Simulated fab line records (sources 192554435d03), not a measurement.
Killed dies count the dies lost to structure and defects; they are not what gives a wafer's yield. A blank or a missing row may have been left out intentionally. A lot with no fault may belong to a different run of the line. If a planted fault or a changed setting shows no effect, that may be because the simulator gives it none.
A struck lot beside a sound one :: flow n5Finfet :: 16 steps out of a route of 1938
Sound: the wafers L899.2, L899.4, L899.6. Struck: wafers L909.1, L909.2, L909.5. At the end, the cause is stated.
Per side, at each step with rows, come the tool, then ch with its chambers, and then its first start. Under that, the readings that differ: sound wafers :: struck wafers :: difference of the means :: sigmas: that difference in standard deviations of wafers without a fault.
alike: same words and numbers on both sides, and readings whose means sit less than 2 such deviations apart. not compared: any withheld reading, any reading some wafer has no value for, any bound like >300 that may hide the same value, and any number with overlapping values for which the record gives no deviation.
Wherever a step has rows on one side only, a row that says differs or no value, or a row with sigmas, the two part there. Numbers that have no deviation but don't overlap get no sigmas and don't part them. Lack of a reading on every wafer of one side parts them only where that side has two or more wafers.

N5_BEOL_M1_CMP_52: polishes, stops on SiOC, t overpolish 6.8 s, target thk 40 nm.
  sound on cmp-03 ch 1,2, day 6 14:07; struck on cmp-04 ch 2,3, day 9 11:38
  alike: barrierFieldEndpointS, motorCurrentA, overpolishRunS, slurryFilterDpKPa, timeToEndpointS
N5_BEOL_M1_THK_MEAS_53: measures by xrf.
  struck on filmMetro-02, day 9 11:55; sound on filmMetro-02, day 6 14:23
  alike: M1_THK
N5_BEOL_M1_PRE_CLEAN_60: time 15 s.
  sound on cvdCo-01 ch 0,2, day 6 14:25; struck on cvdCo-01 ch 0,1, day 9 11:58
  alike: heaterPowerOuterW, heaterPowerW
N5_BEOL_M1_CO_CAP_55: material Co, precursor CCTBA/H2, target thk 2 nm, time 102.1 s.
  sound on cvdCo-01 ch 0,2, day 6 14:29; struck on cvdCo-01 ch 0,1, day 9 12:00
  alike: heaterPowerOuterW, heaterPowerW
then, 2 steps without rows for these wafers: N5_BEOL_M1_PRE_CLEAN_56 (time 15 s); N5_BEOL_M1_DEP_57 (deposits SiCN from 3MS/NH3, target thk 8 nm, time 14 s).
N5_BEOL_M1_RS_MEAS_58: measures by four-point-probe.
  struck on filmMetro-02, day 9 12:11; sound on filmMetro-02, day 6 14:42
  alike: M1_RS
N5_BEOL_M1_INSPECT_59: inspects for defects (darkfield).
  struck on defectInspect-02, day 9 12:13; sound on defectInspect-01, day 6 14:43
  alike: rawDefectCount
N5_BEOL_M2_ILD_DEP_00: deposits SiOC from DEMS/O2, target thk 79 nm, time 15.3 s.
  sound on pecvd-03 ch 0,1,2, day 6 14:46; struck on pecvd-03 ch 0,1,2, day 9 12:15
  alike: heaterPowerOuterW, heaterPowerW, showerheadPlenumPTorr, throttleValvePct
N5_BEOL_M2_THK_MEAS_01:
  struck on filmMetro-01, day 9 12:19; sound on filmMetro-02, day 6 14:50
reading: M2_ILD_THK (nm)
sound: 78.1 80.4 81.1
struck: 77.0 77.2 78.4
difference: -2.3
sigmas: -2
then, 1 step without rows for these wafers: N5_BEOL_M2_PECVD_72 (deposits SiO2 from TEOS/O2, target thk 16 nm, time 18 s).
N5_BEOL_M2_HM_DEP_02: deposits TiN, target thk 20 nm.
  struck on pvdSputter-02, day 9 12:26; sound on pvdSputter-02, day 6 14:56
  alike: throttleValvePct
N5_BEOL_M2_COAT_61: time 60 s, resist thk 60 nm.
  sound on lithoTrack-03 ch 0, day 6 15:04; struck on lithoTrack-01 ch 0, day 9 12:33
reading: heaterPowerTotalW (W)
sound: 499.0 499.1 501.3
struck: 508.1 510.8 511.9
difference: +10.5
sigmas: +6

reading: plateTempC (C)
sound: 250.04 249.79 250.14
struck: 253.45 253.23 253.60
difference: +3.44
sigmas: +18
then, 1 step without rows for these wafers: N5_BEOL_M2_COAT_62 (time 60 s, resist thk 12 nm).
-- the record jumps here: 2 days lie between the struck wafers' starts before and after (it left off in module BEOL_M2 and takes up again in module BEOL_M4, whose first step shown is number 1111 of the route) --
N5_BEOL_M4_RC_MEAS_101:
  sound on prober-01 ch 0, day 9 13:10; struck on prober-02 ch 0, day 12 00:25
  alike: DIBL_N, DIBL_P, IOFF_N, IOFF_P, ION_N, ION_P, SS_N, SS_P, VT_N, VT_P
-- the record jumps here: 5 days lie between the struck wafers' starts before and after (it left off in module BEOL_M4 and takes up again in module PASSIVATION, whose first step shown is number 1936 of the route) --
N5_PASSIVATION_PROBE_49:
  struck on prober-02, day 16 12:32; sound on prober-02, day 13 22:31
reading: killedAtContacts
sound: 31 32 51
struck: 28 19 15
difference: -17
sigmas: -2
  alike: defectLimitedYield, killed_at_M0_to_M3, killed_at_M4_up, killedAtFrontEnd, killedAtOther, killedDies, killedOpen, killedShort, sort_bin_5_function, sort_bin_6_memory, sortNPass, sortYieldPct

WHERE THEY PART
Last at N5_PASSIVATION_PROBE_49 as far as this record goes, first at N5_BEOL_M2_THK_MEAS_01.

WHY: the cause the simulator had injected
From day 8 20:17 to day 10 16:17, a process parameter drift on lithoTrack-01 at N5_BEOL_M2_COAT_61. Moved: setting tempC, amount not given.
